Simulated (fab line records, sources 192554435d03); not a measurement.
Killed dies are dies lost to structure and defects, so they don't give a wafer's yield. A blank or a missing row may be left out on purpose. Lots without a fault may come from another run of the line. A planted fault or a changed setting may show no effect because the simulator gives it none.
Which tool did it? | flow n5_finfet | 12 lots, 36 wafers sampled, at 2 steps of a route of 1938

WHAT THE GAUGES READ, wafer by wafer
N5_BEOL_M2_CD_MEAS_35: target cd 18 nm, target cd y 22.2 nm.
lot  | measured     | on        | cd_nm (nm)
L075 | day 6 21:52  | cd_sem-03 | 17.9 18.1 17.8
L076 | day 7 07:27  | cd_sem-02 | 17.7 18.2 17.9
L080 | day 7 21:33  | cd_sem-01 | 17.6 17.9 17.6
L081 | day 8 12:09  | cd_sem-02 | 18.3 18.1 18.1
L083 | day 9 06:29  | cd_sem-01 | 17.7 18.0 17.6
L084 | day 9 09:53  | cd_sem-03 | 18.2 18.4 17.8
L087 | day 10 00:40 | cd_sem-01 | 18.2 17.5 18.0
L088 | day 10 06:26 | cd_sem-03 | 18.3 18.3 17.7
L091 | day 10 23:37 | cd_sem-02 | 17.3 17.5 17.6
L093 | day 11 16:55 | cd_sem-02 | 17.6 18.4 18.2
L096 | day 12 05:25 | cd_sem-01 | 17.3 17.9 17.9
L097 | day 12 11:55 | cd_sem-02 | 18.5 17.8 17.8

WHICH TOOL RAN EACH LOT (tool, then ch and the chambers of the sampled wafers, then the start)
lot  | N5_BEOL_M2_STRIP_97
L075 | rie_diel-05 ch 1,2, day 6 21:52 or earlier
L076 | rie_diel-04 ch 0,1,3, day 7 07:27 or earlier
L080 | rie_diel-04 ch 1,2,3, day 7 21:33 or earlier
L081 | rie_diel-05 ch 0,2,3, day 8 12:09 or earlier
L083 | rie_diel-04 ch 1,3, day 9 06:29 or earlier
L084 | rie_diel-04 ch 1,2, day 9 09:53 or earlier
L087 | rie_diel-01 ch 0,1,3, day 10 00:40 or earlier
L088 | rie_diel-05 ch 0,2,3, day 10 06:26 or earlier
L091 | rie_diel-04 ch 2,3, day 10 23:37 or earlier
L093 | rie_diel-05 ch 2,3, day 11 16:55 or earlier
L096 | rie_diel-04 ch 0,1, day 12 05:25 or earlier
L097 | rie_diel-01 ch 0,1, day 12 11:55 or earlier
- N5_BEOL_M2_STRIP_97: strips in N2/H2, time 10 s.

THE ANSWER, worked out from the rows above alone
Rule: what is usual is taken from the lots themselves. Put in order of their means at a reading, lots are off if they are a third of the lots or fewer, leave a main group of 4 or more, and stand apart from it by a gap of 3 or more times the standard deviation of the main group's means; of several such gaps the widest counts. A main group whose means are all the same, to the digits that the tables above print for the reading, isn't used. A lot without any number at a reading at which 4 lots or more have one is off too. The other lots that the step has rows for count as sound.
No lot is off at any reading shown: from this, nothing can be told.

WHAT THE SIMULATOR HAD PUT IN
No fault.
